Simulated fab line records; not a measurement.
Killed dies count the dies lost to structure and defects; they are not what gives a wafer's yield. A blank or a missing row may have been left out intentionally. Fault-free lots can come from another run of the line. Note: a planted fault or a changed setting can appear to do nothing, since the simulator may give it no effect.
Matching of chambers ; flow n5-finfet ; 4 sister chambers for N5_BEOL_M3_ETCH_64 on rie-diel-04
The step etches SOC in N2/H2, target depth 75 nm, overetch 15 nm, time 112.5 s. 8 wafers are shown with their chamber, then 7 later ones without.

## WAFERS, EACH WITH ITS CHAMBER
wafer;chamber;throttle-valve-pct (%);showerhead-plenum-p-Torr (Torr)
L511.4;3;18.22;2.51
L509.4;1;17.91;2.47
L509.5;0;18.20;2.52
L510.1;2;17.57;2.43
L510.3;1;17.89;2.47
L510.6;2;17.57;2.43
L516.3;0;18.23;2.51
L516.4;3;18.23;2.51

## WAFERS MISSING THEIR CHAMBER
wafer;throttle-valve-pct (%);showerhead-plenum-p-Torr (Torr)
L516.5;18.22;2.51
L519.2;17.91;2.46
L519.3;18.25;2.51
L519.6;17.60;2.42
L522.3;17.60;2.42
L522.5;17.82;2.51
L522.6;17.94;2.46

## WHICH CHAMBER EACH ONE RAN IN
wafer;from the rows above;in truth
L516.5;can't be placed: 3 or 0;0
L519.2;1;1
L519.3;can't be placed: 3 or 0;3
L519.6;2;2
L522.3;2;2
L522.5;1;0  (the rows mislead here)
L522.6;1;1
4 of 7 placed correctly. These rows do not allow placing 2 (true chamber among the candidates in 2). Placed wrongly: 1.
How it was worked out, from the rows above alone: a wafer's distance from a chamber is the root of the sum, over the readings, of the square of ((its reading less the chamber's mean) divided by the reading's scatter). If the next closest chamber is less than 2 further off than the closest, the wafer can't be placed; otherwise it belongs to the closest. The mean given for a chamber averages the wafers shown for that chamber. The scatter: the root of (the sum of the squares of (reading less its chamber's mean) over the shown wafers, divided by (wafers less chambers)).
